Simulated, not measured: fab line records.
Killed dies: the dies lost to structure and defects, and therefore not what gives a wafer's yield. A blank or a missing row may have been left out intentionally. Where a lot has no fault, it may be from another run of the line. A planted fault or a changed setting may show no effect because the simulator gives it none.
Matching of chambers | flow n5Finfet | 3 sister chambers for N5_BEOL_M9_CURE_72 on uvCure-01
The step cures SiCOH lowk, time 120 s. 3 wafers are shown with their chamber, then 7 later ones without.

## EACH WAFER AND ITS CHAMBER
wafer  | chamber | lampPowerPct (%)
L075.5 | 0       | 52.34
L089.6 | 2       | 52.30
L090.3 | 1       | 52.21

## WAFERS WITHOUT THEIR CHAMBER
wafer  | lampPowerPct (%)
L090.6 | 52.37
L092.4 | 52.28
L092.5 | 52.37
L092.6 | 52.31
L094.2 | 52.30
L094.5 | 52.32
L094.6 | 52.37

## CHAMBER TAKEN BY EACH
wafer  | from the rows above     | in truth
L090.6 | can't be placed: 0 or 2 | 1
L092.4 | can't be placed: 2 or 0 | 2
L092.5 | can't be placed: 0 or 2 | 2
L092.6 | can't be placed: 2 or 0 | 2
L094.2 | can't be placed: 2 or 0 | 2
L094.5 | can't be placed: 0 or 2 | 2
L094.6 | can't be placed: 0 or 2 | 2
0 of 7 placed correctly. Unplaceable from these rows: 7, with the true chamber sitting among the candidates in 6. Wrongly placed: 0.
How it was worked out, from the rows above alone: a wafer's distance from a chamber is the root of the sum, over the readings, of the square of ((its reading less the chamber's mean) divided by the reading's scatter). If the next closest chamber is less than 2 further off than the closest, the wafer can't be placed; otherwise it belongs to the closest. Each chamber's mean is taken over the wafers shown for it. The scatter: with one shown wafer a chamber, the root of the mean of the squares of how far each hidden wafer lies from its nearest shown one.
